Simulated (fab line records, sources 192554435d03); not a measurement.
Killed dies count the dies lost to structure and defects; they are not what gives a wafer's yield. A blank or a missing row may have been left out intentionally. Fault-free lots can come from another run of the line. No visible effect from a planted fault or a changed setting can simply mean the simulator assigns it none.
Which tool did it? / flow n5Finfet / Sampling: 24 lots, 72 wafers, 5 of 1938 route steps

## WHAT EACH GAUGE READ, for each wafer
N5_FIN_SAQP_OCD_MEAS_76. Usual: 120.4 nm for trenchDepthNm, sd 1.5.
lot=L074; measured=day 2 01:41; on=ocd-02; trenchDepthNm (nm)=120.3 121.1 123.0; flag=
lot=L075; measured=day 2 09:41; on=ocd-02; trenchDepthNm (nm)=121.7 124.6 121.7; flag=
lot=L076; measured=day 2 14:08; on=ocd-02; trenchDepthNm (nm)=123.3 119.2 123.0; flag=
lot=L077; measured=day 2 21:03; on=ocd-01; trenchDepthNm (nm)=120.3 121.5 120.1; flag=
lot=L078; measured=day 3 02:05; on=ocd-02; trenchDepthNm (nm)=120.4 121.0 122.7; flag=
lot=L079; measured=day 3 08:37; on=ocd-02; trenchDepthNm (nm)=120.0 121.1 119.4; flag=
lot=L080; measured=day 3 15:58; on=ocd-02; trenchDepthNm (nm)=119.8 121.1 120.3; flag=
lot=L081; measured=day 3 20:36; on=ocd-02; trenchDepthNm (nm)=119.7 119.8 120.1; flag=
lot=L082; measured=day 4 02:29; on=ocd-02; trenchDepthNm (nm)=119.9 120.5 120.1; flag=
lot=L083; measured=day 4 09:18; on=ocd-01; trenchDepthNm (nm)=119.4 119.8 120.7; flag=
lot=L084; measured=day 4 15:41; on=ocd-02; trenchDepthNm (nm)=120.0 120.8 118.5; flag=
lot=L085; measured=day 4 22:14; on=ocd-02; trenchDepthNm (nm)=121.6 120.0 118.9; flag=
lot=L086; measured=day 5 04:34; on=ocd-01; trenchDepthNm (nm)=119.9 118.8 119.1; flag=
lot=L087; measured=day 5 11:25; on=ocd-01; trenchDepthNm (nm)=122.7 120.2 124.0; flag=
lot=L088; measured=day 5 18:08; on=ocd-02; trenchDepthNm (nm)=119.4 119.3 119.5; flag=
lot=L089; measured=day 5 23:56; on=ocd-01; trenchDepthNm (nm)=119.9 120.6 121.0; flag=
lot=L090; measured=day 6 04:40; on=ocd-02; trenchDepthNm (nm)=120.4 117.0 118.7; flag=
lot=L091; measured=day 6 10:47; on=ocd-01; trenchDepthNm (nm)=120.7 122.5 121.3; flag=
lot=L092; measured=day 6 16:13; on=ocd-01; trenchDepthNm (nm)=119.9 121.1 117.4; flag=
lot=L093; measured=day 6 21:43; on=ocd-01; trenchDepthNm (nm)=122.2 119.0 119.7; flag=
lot=L094; measured=day 7 02:59; on=ocd-01; trenchDepthNm (nm)=119.8 119.7 120.8; flag=
lot=L095; measured=day 7 09:51; on=ocd-01; trenchDepthNm (nm)=116.8 118.0 118.6; flag=
lot=L096; measured=day 7 15:00; on=ocd-01; trenchDepthNm (nm)=122.0 120.6 120.1; flag=
lot=L097; measured=day 7 20:17; on=ocd-01; trenchDepthNm (nm)=119.8 120.7 120.8; flag=

N5_STI_FIN_REVEAL_INSPECT_13: inspects for defects (darkfield). Usual: 11 for rawDefectCount, sd 4.9.
lot=L074; measured=day 2 11:50; on=defectInspect-02; rawDefectCount=10 16 6; flag=
lot=L075; measured=day 2 20:30; on=defectInspect-02; rawDefectCount=18 11 9; flag=
lot=L076; measured=day 3 01:29; on=defectInspect-02; rawDefectCount=16 15 11; flag=
lot=L077; measured=day 3 07:11; on=defectInspect-01; rawDefectCount=17 14 10; flag=
lot=L078; measured=day 3 12:28; on=defectInspect-01; rawDefectCount=13 7 9; flag=
lot=L079; measured=day 3 20:36; on=defectInspect-02; rawDefectCount=3 7 7; flag=
lot=L080; measured=day 4 02:51; on=defectInspect-02; rawDefectCount=9 14 9; flag=
lot=L081; measured=day 4 07:35; on=defectInspect-02; rawDefectCount=9 12 14; flag=
lot=L082; measured=day 4 12:46; on=defectInspect-01; rawDefectCount=6 7 11; flag=
lot=L083; measured=day 4 20:01; on=defectInspect-02; rawDefectCount=14 8 7; flag=
lot=L084; measured=day 5 02:23; on=defectInspect-02; rawDefectCount=1 12 10; flag=
lot=L085; measured=day 5 09:22; on=defectInspect-02; rawDefectCount=20 7 19; flag=
lot=L086; measured=day 5 14:52; on=defectInspect-02; rawDefectCount=3 15 9; flag=
lot=L087; measured=day 5 23:21; on=defectInspect-02; rawDefectCount=8 8 9; flag=
lot=L088; measured=day 6 04:36; on=defectInspect-02; rawDefectCount=15 30 17; flag=
lot=L089; measured=day 6 10:46; on=defectInspect-01; rawDefectCount=9 13 13; flag=
lot=L090; measured=day 6 15:32; on=defectInspect-02; rawDefectCount=6 11 11; flag=
lot=L091; measured=day 6 21:28; on=defectInspect-01; rawDefectCount=10 11 7; flag=
lot=L092; measured=day 7 02:21; on=defectInspect-02; rawDefectCount=12 5 6; flag=
lot=L093; measured=day 7 08:12; on=defectInspect-02; rawDefectCount=12 14 14; flag=
lot=L094; measured=day 7 13:30; on=defectInspect-01; rawDefectCount=7 8 11; flag=
lot=L095; measured=day 7 20:08; on=defectInspect-02; rawDefectCount=16 19 22; flag=
lot=L096; measured=day 8 01:30; on=defectInspect-01; rawDefectCount=8 14 7; flag=
lot=L097; measured=day 8 06:45; on=defectInspect-02; rawDefectCount=19 17 16; flag=

N5_DUMMY_GATE_OVL_MEAS_16. Usual: GATE_OVL typically reads 0.1 nm, with standard deviation 0.8.
lot=L074; measured=day 2 20:24; on=overlay-01; GATE_OVL (nm)=-0.3 -1.0 0.7; flag=
lot=L075; measured=day 3 07:08; on=overlay-02; GATE_OVL (nm)=0.1 0.1 -0.8; flag=
lot=L076; measured=day 3 10:34; on=overlay-01; GATE_OVL (nm)=0.2 0.1 0.3; flag=
lot=L077; measured=day 3 15:44; on=overlay-02; GATE_OVL (nm)=1.3 0.0 -0.4; flag=
lot=L078; measured=day 3 21:28; on=overlay-01; GATE_OVL (nm)=-1.8 -1.5 -0.4; flag=
lot=L079; measured=day 4 05:14; on=overlay-02; GATE_OVL (nm)=0.3 0.8 0.2; flag=
lot=L080; measured=day 4 11:32; on=overlay-02; GATE_OVL (nm)=-0.5 -0.8 0.1; flag=
lot=L081; measured=day 4 18:54; on=overlay-02; GATE_OVL (nm)=0.7 0.4 0.1; flag=
lot=L082; measured=day 4 21:17; on=overlay-02; GATE_OVL (nm)=0.7 0.7 0.3; flag=
lot=L083; measured=day 5 05:31; on=overlay-02; GATE_OVL (nm)=-0.9 -0.1 -0.1; flag=
lot=L084; measured=day 5 11:01; on=overlay-02; GATE_OVL (nm)=0.2 0.2 -1.0; flag=
lot=L085; measured=day 5 17:55; on=overlay-01; GATE_OVL (nm)=1.7 0.0 1.0; flag=
lot=L086; measured=day 5 23:24; on=overlay-02; GATE_OVL (nm)=1.1 0.5 0.6; flag=
lot=L087; measured=day 6 07:52; on=overlay-01; GATE_OVL (nm)=0.9 1.8 1.0; flag=
lot=L088; measured=day 6 13:09; on=overlay-01; GATE_OVL (nm)=0.5 1.4 0.9; flag=
lot=L089; measured=day 6 20:43; on=overlay-02; GATE_OVL (nm)=-1.3 -0.4 -0.2; flag=
lot=L090; measured=day 7 00:26; on=overlay-01; GATE_OVL (nm)=0.6 0.9 0.9; flag=
lot=L091; measured=day 7 06:06; on=overlay-01; GATE_OVL (nm)=-0.3 -1.1 -0.8; flag=
lot=L092; measured=day 7 10:59; on=overlay-01; GATE_OVL (nm)=0.3 0.8 -0.1; flag=
lot=L093; measured=day 7 16:53; on=overlay-01; GATE_OVL (nm)=0.4 -0.3 -0.6; flag=
lot=L094; measured=day 7 22:02; on=overlay-01; GATE_OVL (nm)=0.7 -0.6 -0.5; flag=
lot=L095; measured=day 8 04:47; on=overlay-01; GATE_OVL (nm)=1.1 0.5 0.4; flag=
lot=L096; measured=day 8 10:00; on=overlay-02; GATE_OVL (nm)=0.0 0.9 -0.5; flag=
lot=L097; measured=day 8 15:24; on=overlay-02; GATE_OVL (nm)=-1.1 -1.2 -0.4; flag=

## EACH LOT AND THE TOOL THAT RAN IT (in order: tool; ch and the chambers of the sampled wafers; start)
lot=L074; N5_FIN_SAQP_ETCH_64=rieSi-03 ch 1,2,3, day 2 01:26; N5_STI_FIN_REVEAL_ETCH_34=rieSi-02 ch 0,1,2, day 2 11:07
lot=L075; N5_FIN_SAQP_ETCH_64=rieSi-04 ch 0,1, day 2 09:26; N5_STI_FIN_REVEAL_ETCH_34=rieSi-03 ch 0,2,3, day 2 19:49
lot=L076; N5_FIN_SAQP_ETCH_64=rieSi-04 ch 1,3, day 2 13:53; N5_STI_FIN_REVEAL_ETCH_34=rieSi-04 ch 0,1, day 3 00:48
lot=L077; N5_FIN_SAQP_ETCH_64=rieSi-04 ch 0,2,3, day 2 20:49; N5_STI_FIN_REVEAL_ETCH_34=rieSi-04 ch 0,1,3, day 3 06:29
lot=L078; N5_FIN_SAQP_ETCH_64=rieSi-04 ch 0,2, day 3 01:51; N5_STI_FIN_REVEAL_ETCH_34=rieSi-02 ch 1,2,3, day 3 11:44
lot=L079; N5_FIN_SAQP_ETCH_64=rieSi-02 ch 1,2,3, day 3 08:23; N5_STI_FIN_REVEAL_ETCH_34=rieSi-02 ch 2,3, day 3 19:53
lot=L080; N5_FIN_SAQP_ETCH_64=rieSi-03 ch 0,1,3, day 3 15:43; N5_STI_FIN_REVEAL_ETCH_34=rieSi-02 ch 1,2, day 4 02:10
lot=L081; N5_FIN_SAQP_ETCH_64=rieSi-03 ch 0,1,2, day 3 20:22; N5_STI_FIN_REVEAL_ETCH_34=rieSi-04 ch 0,2,3, day 4 06:53
lot=L082; N5_FIN_SAQP_ETCH_64=rieSi-04 ch 0,2,3, day 4 02:14; N5_STI_FIN_REVEAL_ETCH_34=rieSi-04 ch 1,2,3, day 4 12:04
lot=L083; N5_FIN_SAQP_ETCH_64=rieSi-04 ch 2,3, day 4 09:04; N5_STI_FIN_REVEAL_ETCH_34=rieSi-02 ch 1,2,3, day 4 19:19
lot=L084; N5_FIN_SAQP_ETCH_64=rieSi-03 ch 1,2,3, day 4 15:27; N5_STI_FIN_REVEAL_ETCH_34=rieSi-04 ch 0,3, day 5 01:41
lot=L085; N5_FIN_SAQP_ETCH_64=rieSi-04 ch 1,2,3, day 4 22:00; N5_STI_FIN_REVEAL_ETCH_34=rieSi-03 ch 2,3, day 5 08:40
lot=L086; N5_FIN_SAQP_ETCH_64=rieSi-03 ch 0,1, day 5 04:19; N5_STI_FIN_REVEAL_ETCH_34=rieSi-04 ch 0,1,3, day 5 14:11
lot=L087; N5_FIN_SAQP_ETCH_64=rieSi-04 ch 0,1, day 5 11:10; N5_STI_FIN_REVEAL_ETCH_34=rieSi-04 ch 0,3, day 5 22:39
lot=L088; N5_FIN_SAQP_ETCH_64=rieSi-03 ch 0,3, day 5 17:55; N5_STI_FIN_REVEAL_ETCH_34=rieSi-04 ch 0,1,3, day 6 03:54
lot=L089; N5_FIN_SAQP_ETCH_64=rieSi-04 ch 0,3, day 5 23:42; N5_STI_FIN_REVEAL_ETCH_34=rieSi-02 ch 1,2,3, day 6 10:04
lot=L090; N5_FIN_SAQP_ETCH_64=rieSi-02 ch 1,3, day 6 04:25; N5_STI_FIN_REVEAL_ETCH_34=rieSi-03 ch 0,2,3, day 6 14:50
lot=L091; N5_FIN_SAQP_ETCH_64=rieSi-03 ch 2,3, day 6 10:33; N5_STI_FIN_REVEAL_ETCH_34=rieSi-03 ch 0,1, day 6 20:44
lot=L092; N5_FIN_SAQP_ETCH_64=rieSi-04 ch 1,2, day 6 15:59; N5_STI_FIN_REVEAL_ETCH_34=rieSi-04 ch 0,3, day 7 01:38
lot=L093; N5_FIN_SAQP_ETCH_64=rieSi-04 ch 1,3, day 6 21:28; N5_STI_FIN_REVEAL_ETCH_34=rieSi-02 ch 1,2,3, day 7 07:30
lot=L094; N5_FIN_SAQP_ETCH_64=rieSi-02 ch 0,1,3, day 7 02:44; N5_STI_FIN_REVEAL_ETCH_34=rieSi-04 ch 2,3, day 7 12:49
lot=L095; N5_FIN_SAQP_ETCH_64=rieSi-03 ch 0,1,2, day 7 09:36; N5_STI_FIN_REVEAL_ETCH_34=rieSi-02 ch 0,1,3, day 7 19:26
lot=L096; N5_FIN_SAQP_ETCH_64=rieSi-02 ch 2,3, day 7 14:46; N5_STI_FIN_REVEAL_ETCH_34=rieSi-03 ch 0,1,2, day 8 00:48
lot=L097; N5_FIN_SAQP_ETCH_64=rieSi-02 ch 0,1,3, day 7 20:02; N5_STI_FIN_REVEAL_ETCH_34=rieSi-02 ch 0,3, day 8 06:02
- N5_FIN_SAQP_ETCH_64: etches SiO2 in CF4, target depth 1.5 nm.
- N5_STI_FIN_REVEAL_ETCH_34: etches Si in H2, material Si, target depth 0.97 nm.

## AS READ BY THE TOOLS THEMSELVES (means over the sampled wafers that have a number; for cases with no such wafer, the mark the record gives instead)
N5_FIN_SAQP_ETCH_64. Usual: drypumpMotorCurrentA 5.9 A, standard deviation 0.39; oesProductAu 1.002 a.u., standard deviation 0.014; rfFwdPowerW 784 W, standard deviation 3.6; throttleValvePct 21.73 %, standard deviation 0.19.
lot=L074; tool=rieSi-03; drypumpMotorCurrentA (A)=6.0; oesProductAu (a.u.)=0.999; rfFwdPowerW (W)=783; throttleValvePct (%)=21.67; flag=
lot=L075; tool=rieSi-04; drypumpMotorCurrentA (A)=6.0; oesProductAu (a.u.)=1.025; rfFwdPowerW (W)=781; throttleValvePct (%)=21.81; flag=
lot=L076; tool=rieSi-04; drypumpMotorCurrentA (A)=5.7; oesProductAu (a.u.)=1.013; rfFwdPowerW (W)=782; throttleValvePct (%)=21.98; flag=
lot=L077; tool=rieSi-04; drypumpMotorCurrentA (A)=6.2; oesProductAu (a.u.)=1.007; rfFwdPowerW (W)=786; throttleValvePct (%)=21.70; flag=
lot=L078; tool=rieSi-04; drypumpMotorCurrentA (A)=6.3; oesProductAu (a.u.)=1.014; rfFwdPowerW (W)=783; throttleValvePct (%)=21.67; flag=
lot=L079; tool=rieSi-02; drypumpMotorCurrentA (A)=5.6; oesProductAu (a.u.)=1.000; rfFwdPowerW (W)=785; throttleValvePct (%)=21.71; flag=
lot=L080; tool=rieSi-03; drypumpMotorCurrentA (A)=6.1; oesProductAu (a.u.)=1.001; rfFwdPowerW (W)=785; throttleValvePct (%)=21.63; flag=
lot=L081; tool=rieSi-03; drypumpMotorCurrentA (A)=6.1; oesProductAu (a.u.)=0.993; rfFwdPowerW (W)=787; throttleValvePct (%)=21.80; flag=
lot=L082; tool=rieSi-04; drypumpMotorCurrentA (A)=6.2; oesProductAu (a.u.)=1.005; rfFwdPowerW (W)=782; throttleValvePct (%)=21.70; flag=
lot=L083; tool=rieSi-04; drypumpMotorCurrentA (A)=6.1; oesProductAu (a.u.)=1.001; rfFwdPowerW (W)=787; throttleValvePct (%)=21.73; flag=
lot=L084; tool=rieSi-03; drypumpMotorCurrentA (A)=6.0; oesProductAu (a.u.)=0.990; rfFwdPowerW (W)=786; throttleValvePct (%)=21.66; flag=
lot=L085; tool=rieSi-04; drypumpMotorCurrentA (A)=5.9; oesProductAu (a.u.)=1.002; rfFwdPowerW (W)=784; throttleValvePct (%)=21.84; flag=
lot=L086; tool=rieSi-03; drypumpMotorCurrentA (A)=6.4; oesProductAu (a.u.)=0.989; rfFwdPowerW (W)=786; throttleValvePct (%)=21.78; flag=
lot=L087; tool=rieSi-04; drypumpMotorCurrentA (A)=5.8; oesProductAu (a.u.)=1.019; rfFwdPowerW (W)=779; throttleValvePct (%)=21.93; flag=
lot=L088; tool=rieSi-03; drypumpMotorCurrentA (A)=5.7; oesProductAu (a.u.)=0.992; rfFwdPowerW (W)=785; throttleValvePct (%)=21.61; flag=
lot=L089; tool=rieSi-04; drypumpMotorCurrentA (A)=6.2; oesProductAu (a.u.)=0.999; rfFwdPowerW (W)=789; throttleValvePct (%)=21.71; flag=
lot=L090; tool=rieSi-02; drypumpMotorCurrentA (A)=5.6; oesProductAu (a.u.)=1.016; rfFwdPowerW (W)=785; throttleValvePct (%)=21.68; flag=
lot=L091; tool=rieSi-03; drypumpMotorCurrentA (A)=5.6; oesProductAu (a.u.)=0.992; rfFwdPowerW (W)=784; throttleValvePct (%)=21.67; flag=
lot=L092; tool=rieSi-04; drypumpMotorCurrentA (A)=6.0; oesProductAu (a.u.)=1.000; rfFwdPowerW (W)=781; throttleValvePct (%)=21.83; flag=
lot=L093; tool=rieSi-04; drypumpMotorCurrentA (A)=5.9; oesProductAu (a.u.)=0.998; rfFwdPowerW (W)=784; throttleValvePct (%)=21.85; flag=
lot=L094; tool=rieSi-02; drypumpMotorCurrentA (A)=5.5; oesProductAu (a.u.)=1.006; rfFwdPowerW (W)=783; throttleValvePct (%)=21.67; flag=
lot=L095; tool=rieSi-03; drypumpMotorCurrentA (A)=6.1; oesProductAu (a.u.)=0.988; rfFwdPowerW (W)=786; throttleValvePct (%)=21.80; flag=
lot=L096; tool=rieSi-02; drypumpMotorCurrentA (A)=5.6; oesProductAu (a.u.)=1.016; rfFwdPowerW (W)=786; throttleValvePct (%)=21.69; flag=
lot=L097; tool=rieSi-02; drypumpMotorCurrentA (A)=5.5; oesProductAu (a.u.)=1.012; rfFwdPowerW (W)=786; throttleValvePct (%)=21.67; flag=

N5_STI_FIN_REVEAL_ETCH_34. Usual: drypumpMotorCurrentA 5.8 A, standard deviation 0.36; oesProductAu 1.003 a.u., standard deviation 0.013; rfFwdPowerW 296.8 W, standard deviation 1.3; throttleValvePct 25.67 %, standard deviation 0.25.
lot=L074; tool=rieSi-02; drypumpMotorCurrentA (A)=5.5; oesProductAu (a.u.)=0.999; rfFwdPowerW (W)=296.9; throttleValvePct (%)=25.61; flag=
lot=L075; tool=rieSi-03; drypumpMotorCurrentA (A)=5.7; oesProductAu (a.u.)=0.997; rfFwdPowerW (W)=298.1; throttleValvePct (%)=25.63; flag=
lot=L076; tool=rieSi-04; drypumpMotorCurrentA (A)=5.8; oesProductAu (a.u.)=1.012; rfFwdPowerW (W)=294.3; throttleValvePct (%)=25.72; flag=
lot=L077; tool=rieSi-04; drypumpMotorCurrentA (A)=6.0; oesProductAu (a.u.)=1.014; rfFwdPowerW (W)=296.1; throttleValvePct (%)=25.65; flag=
lot=L078; tool=rieSi-02; drypumpMotorCurrentA (A)=5.6; oesProductAu (a.u.)=1.005; rfFwdPowerW (W)=297.4; throttleValvePct (%)=25.74; flag=
lot=L079; tool=rieSi-02; drypumpMotorCurrentA (A)=5.6; oesProductAu (a.u.)=0.999; rfFwdPowerW (W)=297.3; throttleValvePct (%)=25.61; flag=
lot=L080; tool=rieSi-02; drypumpMotorCurrentA (A)=5.6; oesProductAu (a.u.)=0.996; rfFwdPowerW (W)=297.4; throttleValvePct (%)=25.59; flag=
lot=L081; tool=rieSi-04; drypumpMotorCurrentA (A)=6.2; oesProductAu (a.u.)=1.012; rfFwdPowerW (W)=297.4; throttleValvePct (%)=25.52; flag=
lot=L082; tool=rieSi-04; drypumpMotorCurrentA (A)=5.9; oesProductAu (a.u.)=1.006; rfFwdPowerW (W)=297.0; throttleValvePct (%)=25.74; flag=
lot=L083; tool=rieSi-02; drypumpMotorCurrentA (A)=5.6; oesProductAu (a.u.)=1.013; rfFwdPowerW (W)=297.6; throttleValvePct (%)=25.73; flag=
lot=L084; tool=rieSi-04; drypumpMotorCurrentA (A)=6.2; oesProductAu (a.u.)=1.015; rfFwdPowerW (W)=295.8; throttleValvePct (%)=25.43; flag=
lot=L085; tool=rieSi-03; drypumpMotorCurrentA (A)=5.7; oesProductAu (a.u.)=0.993; rfFwdPowerW (W)=297.0; throttleValvePct (%)=25.76; flag=
lot=L086; tool=rieSi-04; drypumpMotorCurrentA (A)=6.0; oesProductAu (a.u.)=1.011; rfFwdPowerW (W)=295.9; throttleValvePct (%)=25.65; flag=
lot=L087; tool=rieSi-04; drypumpMotorCurrentA (A)=6.2; oesProductAu (a.u.)=1.005; rfFwdPowerW (W)=297.2; throttleValvePct (%)=25.59; flag=
lot=L088; tool=rieSi-04; drypumpMotorCurrentA (A)=6.0; oesProductAu (a.u.)=1.011; rfFwdPowerW (W)=296.3; throttleValvePct (%)=25.65; flag=
lot=L089; tool=rieSi-02; drypumpMotorCurrentA (A)=5.6; oesProductAu (a.u.)=1.003; rfFwdPowerW (W)=297.3; throttleValvePct (%)=25.73; flag=
lot=L090; tool=rieSi-03; drypumpMotorCurrentA (A)=5.7; oesProductAu (a.u.)=0.999; rfFwdPowerW (W)=296.0; throttleValvePct (%)=25.64; flag=
lot=L091; tool=rieSi-03; drypumpMotorCurrentA (A)=6.1; oesProductAu (a.u.)=0.999; rfFwdPowerW (W)=297.6; throttleValvePct (%)=25.79; flag=
lot=L092; tool=rieSi-04; drypumpMotorCurrentA (A)=6.2; oesProductAu (a.u.)=1.002; rfFwdPowerW (W)=296.7; throttleValvePct (%)=25.43; flag=
lot=L093; tool=rieSi-02; drypumpMotorCurrentA (A)=5.6; oesProductAu (a.u.)=1.007; rfFwdPowerW (W)=297.9; throttleValvePct (%)=25.73; flag=
lot=L094; tool=rieSi-04; drypumpMotorCurrentA (A)=6.1; oesProductAu (a.u.)=1.015; rfFwdPowerW (W)=297.3; throttleValvePct (%)=25.68; flag=
lot=L095; tool=rieSi-02; drypumpMotorCurrentA (A)=5.5; oesProductAu (a.u.)=1.012; rfFwdPowerW (W)=297.7; throttleValvePct (%)=25.76; flag=
lot=L096; tool=rieSi-03; drypumpMotorCurrentA (A)=6.1; oesProductAu (a.u.)=0.983; rfFwdPowerW (W)=296.7; throttleValvePct (%)=25.90; flag=
lot=L097; tool=rieSi-02; drypumpMotorCurrentA (A)=5.4; oesProductAu (a.u.)=0.993; rfFwdPowerW (W)=296.6; throttleValvePct (%)=25.68; flag=

## THE ANSWER, worked out from the rows above alone
Rule: a lot counts as off when the mean over its wafers that have a number is more than 3 standard deviations away from the usual mean. A lot without any number at a reading at which 4 lots or more have one is off too. The other lots that the step has rows for count as sound. Order of review: gauges by route order, followed by the tools' own readings, for which a lot's mean as printed above is used. The first step at which some lot is off is used, and at that step the reading that is off furthest; a lot without a number counts as furthest.
Across all readings shown, no lot is off: no conclusion can be drawn from this.

## WHAT WAS PUT IN BY THE SIMULATOR
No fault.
